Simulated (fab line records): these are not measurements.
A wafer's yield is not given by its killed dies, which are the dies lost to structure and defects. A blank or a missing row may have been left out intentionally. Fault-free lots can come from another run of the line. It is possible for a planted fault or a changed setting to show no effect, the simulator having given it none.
Matching of chambers | flow n5_finfet | rie_diel-03 running N5_BEOL_M9_DESCUM_16: 4 sister chambers
The step chemistry O2, time 7.9 s. 4 wafers are shown with their chamber, then 7 later ones without.

EACH WAFER AND ITS CHAMBER
wafer  | chamber | drypump_motor_current_A (A)
L087.2 | 3       | 5.4
L087.4 | 0       | 6.3
L094.1 | 2       | 5.7
L094.2 | 1       | 5.1

WAFERS MISSING THEIR CHAMBER
wafer  | drypump_motor_current_A (A)
L094.3 | 5.5
L095.2 | 5.7
L095.3 | 5.4
L095.6 | 5.7
L097.1 | 5.4
L097.3 | 5.7
L097.6 | 5.1

WHICH CHAMBER EACH ONE RAN IN
wafer  | from the rows above | in truth
L094.3 | 3                   | 3
L095.2 | 2                   | 2
L095.3 | 3                   | 3
L095.6 | 2                   | 2
L097.1 | 3                   | 3
L097.3 | 2                   | 2
L097.6 | 1                   | 1
Correct placement for 7 of the 7. From these rows, 0 cannot be placed. Wrongly placed: 0.
How it was worked out, from the rows above alone: a wafer's distance from a chamber is the root of the sum, over the readings, of the square of ((its reading less the chamber's mean) divided by the reading's scatter). The wafer belongs to the nearest chamber; if the next one is less than 2 further off, it can't be placed. For every chamber, the mean is computed from those of its wafers that are shown. The scatter (one wafer shown for each chamber): square how far every hidden wafer sits from the nearest shown wafer, average those squares and take the square root.
